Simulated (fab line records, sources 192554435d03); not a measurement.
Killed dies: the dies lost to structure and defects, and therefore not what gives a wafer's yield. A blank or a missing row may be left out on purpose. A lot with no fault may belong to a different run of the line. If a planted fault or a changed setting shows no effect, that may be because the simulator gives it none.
Problem report, 8D (eight disciplines) form, completed by code :: flow n5 finfet :: the parts of the form that need people (team, actions taken, sign-off) are left out

1. THE PROBLEM
Wafers without a fault read 1500.0 rpm, standard deviation 1; spin speed rpm at N5_PMOS_HMC_CHANNEL_EPI_COAT_03 reads a mean of 1460.8 rpm on 6 wafers belonging to 2 lots. Relative to the usual mean, that is a shift of -39 standard deviations.
The step: resist thk 205 nm.
First observed at day 4 17:41: wafer L393.2, on litho track-05. The record has a number at this step for 18 wafers belonging to 6 lots. By rule, "out" or "out of limits" means more than 4 standard deviations away from the usual mean. Any other wafer with a number is counted as sound.

2. WHAT IT IS AND WHAT IT IS NOT
question: which readings at this step
is: spin speed rpm
is not: -

question: which lots
is: L393, L397
is not: L385, L386, L398, L400

question: which wafers of those lots
is: all that have a number
is not: -

question: read on which tools
is: litho track-05
is not: litho track-03, litho track-04

question: when
is: from day 4 17:41
is not: up to then (6 sound wafers); but 6 sound wafers of L398, L400 came after

3. SUSPECTS, AND WHAT RULES EACH OUT
Counting: any tool at a process step up to the reading is kept as a suspect provided that every lot that is out went through it and no sound lot did after the first of them.
- pecvd-02 at N5_PMOS_HMC_CHANNEL_EPI_HM_DEP_34 (deposits SiO2 from TEOS/O2, target thk 36 nm, time 6.9 s): ruled out as a lasting fault. Sound lots L398 ran on it after its first lot that is out, L393 (day 4 17:37).
- litho track-05 at N5_PMOS_HMC_CHANNEL_EPI_COAT_03 (resist thk 205 nm): kept. It ran every lot that is out, first L393 (day 4 17:41), and no sound lot after that; its last sound lot up to then is L386 (day 2 22:58). Out on those wafers are its own readings of spin speed rpm.
Left after counting: litho track-05 at N5_PMOS_HMC_CHANNEL_EPI_COAT_03.

4. THE CAUSE (what the simulator had put in)
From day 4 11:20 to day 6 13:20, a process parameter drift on litho track-05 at N5_PMOS_HMC_CHANNEL_EPI_COAT_03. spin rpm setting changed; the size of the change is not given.
After counting, this tool was the only one left.

5. THE CHAIN OF EFFECTS, in route order
Rows list readings where the struck wafers' mean (over those with a number) sits beyond 3 standard deviations from the usual. Scope: only readings with a usual standard deviation given in the record; hours: median across lots of the time from each lot's start at the first step in this table that gives one to its start at this step; sigmas: change in usual standard deviations.
hours: 0
step: N5_PMOS_HMC_CHANNEL_EPI_COAT_03
reading: spin speed rpm
usual: 1500.0 rpm
on struck wafers: 1460.8
change: -39.2
sigmas: -39
Here are the process steps it includes:
- N5_PMOS_HMC_CHANNEL_EPI_COAT_03: resist thk 205 nm.
Later steps that measure or inspect, where all struck wafers having a row at the step show a number for every such reading and not one has moved that far: N5_PMOS_HMC_CHANNEL_EPI_CD_MEAS_09, N5_PMOS_HMC_CHANNEL_EPI_OVL_MEAS_10, N5_PMOS_HMC_CHANNEL_EPI_INSPECT_11, N5_BEOL_M4_RC_MEAS_101.

6. HOW IT WOULD HAVE BEEN CAUGHT EARLIER
In this record no reading fell out of limits until day 4 17:41, 6 hours after the fault had begun at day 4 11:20.
